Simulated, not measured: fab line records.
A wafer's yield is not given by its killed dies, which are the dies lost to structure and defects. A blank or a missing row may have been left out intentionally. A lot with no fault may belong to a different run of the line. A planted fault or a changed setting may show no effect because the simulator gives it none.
Which tool did it? -- flow nand_harc -- 12 lots, 36 wafers sampled, at 6 steps of a route of 1302

## WHAT THE GAUGES READ, wafer by wafer
NHARC_END_SORT_01. Usual: defect_limited_yield 91.5 %, standard deviation 2.5; killed_at_array 52, standard deviation 17; killed_at_other 1.2, standard deviation 1.4; killed_at_periphery 4.7, standard deviation 2.9; killed_dies 58, standard deviation 17; killed_open 3.2, standard deviation 1.9; killed_short 2.4, standard deviation 1.4; sort_bin_2_pct 3.0 %, standard deviation 1.1; sort_bin_3_pct 0.6 %, standard deviation 0.37; sort_bin_4_pct 4.8 %, standard deviation 1.4; sort_n_pass 619, standard deviation 17; sort_rim_yield_pct 90 %, standard deviation 4.9; sort_yield_pct 91.5 %, standard deviation 2.5.
lot,measured,on,defect_limited_yield (%),killed_at_array,killed_at_other,killed_at_periphery,killed_dies,killed_open,killed_short,sort_bin_2_pct (%),sort_bin_3_pct (%),sort_bin_4_pct (%),sort_n_pass,sort_rim_yield_pct (%),sort_yield_pct (%),flag
L350,day 28 19:47,prober-01,89.5,66,3,2,71,3,3,4.6,0.4,5.5,606,92,89.5,

## TOOL THAT RAN EACH LOT (tool first, then ch and the chambers of the sampled wafers, then the start)
lot,NHARC_P_M0_PRE_CLEAN_29,NHARC_P_M1_DESCUM_14,NHARC_P_M1_PRE_CLEAN_30,NHARC_P_M1_ECD_22,NHARC_P_M1_CMP_23
L339,"pvd_sputter-03, day 6 10:35 or earlier","rie_diel-11 ch 1,2,3, day 6 10:35","pvd_sputter-01, day 6 11:59 or earlier","ecd_cu-01 ch 0,1, day 6 11:59","cmp-01 ch 0,3, day 6 12:40"
L340,"pvd_sputter-02, day 6 18:29 or earlier","rie_diel-03 ch 0,1,3, day 6 18:29","pvd_sputter-03, day 6 19:51 or earlier","ecd_cu-01 ch 0,1, day 6 19:51","cmp-02 ch 0,1,2, day 6 20:38"
L341,"pvd_sputter-02, day 6 22:45 or earlier","rie_diel-03 ch 1,2,3, day 6 22:45","pvd_sputter-01, day 7 00:07 or earlier","ecd_cu-02 ch 0,1, day 7 00:07","cmp-01 ch 0,2,3, day 7 00:52"
L342,"pvd_sputter-03, day 7 17:22 or earlier","rie_diel-03 ch 1,3, day 7 17:22","pvd_sputter-02, day 7 18:48 or earlier","ecd_cu-02 ch 0,1, day 7 18:48","cmp-01 ch 0,3, day 7 19:31"
L344,"pvd_sputter-01, day 8 12:05 or earlier","rie_diel-11 ch 1,2,3, day 8 12:05","pvd_sputter-01, day 8 13:28 or earlier","ecd_cu-02 ch 0,1, day 8 13:28","cmp-02 ch 1,2,3, day 8 14:11"
L346,"pvd_sputter-01, day 9 03:40 or earlier","rie_diel-03 ch 1,3, day 9 03:40","pvd_sputter-01, day 9 05:10 or earlier","ecd_cu-01 ch 0,1, day 9 05:10","cmp-02 ch 0,1,3, day 9 05:51"
L350,"pvd_sputter-03, day 10 21:13 or earlier","rie_diel-04 ch 0,1,3, day 10 21:13","pvd_sputter-03, day 10 22:43 or earlier","ecd_cu-01 ch 0,1, day 10 22:43","cmp-01 ch 0,3, day 10 23:23"
L351,"pvd_sputter-02, day 11 02:51 or earlier","rie_diel-11 ch 0,2,3, day 11 02:51","pvd_sputter-01, day 11 04:14 or earlier","ecd_cu-02 ch 0,1, day 11 04:14","cmp-02 ch 0,1,3, day 11 04:56"
L354,"pvd_sputter-02, day 12 07:31 or earlier","rie_diel-11 ch 1,2, day 12 07:31","pvd_sputter-03, day 12 09:00 or earlier","ecd_cu-01 ch 0, day 12 09:00","cmp-01 ch 0,1,3, day 12 09:43"
L355,"pvd_sputter-03, day 12 22:59 or earlier","rie_diel-11 ch 0,1,2, day 12 22:59","pvd_sputter-01, day 13 00:25 or earlier","ecd_cu-02 ch 1, day 13 00:25","cmp-03 ch 2,3, day 13 01:05"
L356,"pvd_sputter-02, day 13 04:06 or earlier","rie_diel-03 ch 0,2,3, day 13 04:06","pvd_sputter-02, day 13 05:45 or earlier","ecd_cu-02 ch 0,1, day 13 05:45","cmp-03 ch 0,3, day 13 06:27"
L362,"pvd_sputter-01, day 16 02:58 or earlier","rie_diel-03 ch 0,1,2, day 16 02:58","pvd_sputter-01, day 16 04:25 or earlier","ecd_cu-01 ch 0,1, day 16 04:25","cmp-01 ch 0,1, day 16 05:05"
- NHARC_P_M0_PRE_CLEAN_29: time 30 s.
- NHARC_P_M1_DESCUM_14: chemistry O2, time 3 s.
- NHARC_P_M1_PRE_CLEAN_30: time 30 s.
- NHARC_P_M1_ECD_22: material Cu, target thk 400 nm.
- NHARC_P_M1_CMP_23: polishes, t overpolish 20 s, target thk 157.82 nm.

## AS READ BY THE TOOLS THEMSELVES (means over the sampled wafers that have a number; for cases with no such wafer, the mark the record gives instead)
NHARC_P_M0_PRE_CLEAN_29. Usual: heater_power_w at 412 W, with a standard deviation of 33.
lot,tool,heater_power_w (W),flag
L339,pvd_sputter-03,439,
L340,pvd_sputter-02,394,
L341,pvd_sputter-02,374,
L342,pvd_sputter-03,424,
L344,pvd_sputter-01,426,
L346,pvd_sputter-01,400,
L350,pvd_sputter-03,417,
L351,pvd_sputter-02,387,
L354,pvd_sputter-02,440,
L355,pvd_sputter-03,428,
L356,pvd_sputter-02,395,
L362,pvd_sputter-01,395,

NHARC_P_M1_DESCUM_14. Usual: chamber_pressure_mTorr 60.00 mTorr, standard deviation 0.057; drypump_motor_current_A 5.5 A, standard deviation 0.52; oes_product_au 1.000 a.u., standard deviation 0.013; rf_vpp_V 57.6 V, standard deviation 0.75; showerhead_plenum_p_Torr 1.87 Torr, standard deviation 0.047; throttle_valve_pct 11.312 %, standard deviation 0.0099.
lot,tool,chamber_pressure_mTorr (mTorr),drypump_motor_current_A (A),oes_product_au (a.u.),rf_vpp_V (V),showerhead_plenum_p_Torr (Torr),throttle_valve_pct (%),flag
L339,rie_diel-11,60.01,5.8,1.005,57.5,1.87,11.308,
L340,rie_diel-03,59.97,5.4,0.997,57.3,1.88,11.315,
L341,rie_diel-03,59.98,5.2,0.992,58.1,1.89,11.313,
L342,rie_diel-03,59.96,5.3,1.004,57.7,1.91,11.318,
L344,rie_diel-11,60.03,5.8,1.003,57.6,1.87,11.308,
L346,rie_diel-03,59.99,5.4,1.007,57.9,1.91,11.312,
L350,rie_diel-04,60.04,6.2,1.009,57.1,1.92,11.305,
L351,rie_diel-11,59.95,5.5,1.008,57.5,1.84,11.317,
L354,rie_diel-11,59.98,5.4,1.001,56.9,1.85,11.316,
L355,rie_diel-11,60.06,5.6,1.005,57.4,1.84,11.307,
L356,rie_diel-03,60.05,5.2,0.984,57.8,1.86,11.312,
L362,rie_diel-03,60.00,5.3,0.995,57.7,1.86,11.312,

NHARC_P_M1_PRE_CLEAN_30. Usual: heater_power_w at 412 W, with a standard deviation of 33.
lot,tool,heater_power_w (W),flag
L339,pvd_sputter-01,389,
L340,pvd_sputter-03,438,
L341,pvd_sputter-01,400,
L342,pvd_sputter-02,406,
L344,pvd_sputter-01,425,
L346,pvd_sputter-01,406,
L350,pvd_sputter-03,410,
L351,pvd_sputter-01,377,
L354,pvd_sputter-03,430,
L355,pvd_sputter-01,427,
L356,pvd_sputter-02,386,
L362,pvd_sputter-01,373,

NHARC_P_M1_CMP_23. Usual: motor_current_A 11.6 A, standard deviation 1.1; time_to_endpoint_s 28 s, standard deviation 3.9.
lot,tool,motor_current_A (A),time_to_endpoint_s (s),flag
L339,cmp-01,11.6,29,
L340,cmp-02,12.3,25,
L341,cmp-01,11.3,31,
L342,cmp-01,11.9,28,
L344,cmp-02,11.9,31,
L346,cmp-02,12.2,29,
L350,cmp-01,12.1,28,
L351,cmp-02,12.1,32,
L354,cmp-01,11.2,26,
L355,cmp-03,11.0,20,
L356,cmp-03,12.9,19,
L362,cmp-01,10.9,26,

## THE ANSWER, worked out from the rows above alone
Rule: a lot is off if the mean of its wafers that have a number lies more than 3 standard deviations from the usual mean. A lot without any number at a reading at which 4 lots or more have one is off too. All remaining lots with rows at the step are treated as sound. Order of review: gauges by route order, followed by the tools' own readings, for which a lot's mean as printed above is used. The first step at which some lot is off is used, and at that step the reading that is off furthest; a lot without a number counts as furthest.
No lot is off at any reading shown: from this, nothing can be told.

## WHAT WAS PUT IN BY THE SIMULATOR
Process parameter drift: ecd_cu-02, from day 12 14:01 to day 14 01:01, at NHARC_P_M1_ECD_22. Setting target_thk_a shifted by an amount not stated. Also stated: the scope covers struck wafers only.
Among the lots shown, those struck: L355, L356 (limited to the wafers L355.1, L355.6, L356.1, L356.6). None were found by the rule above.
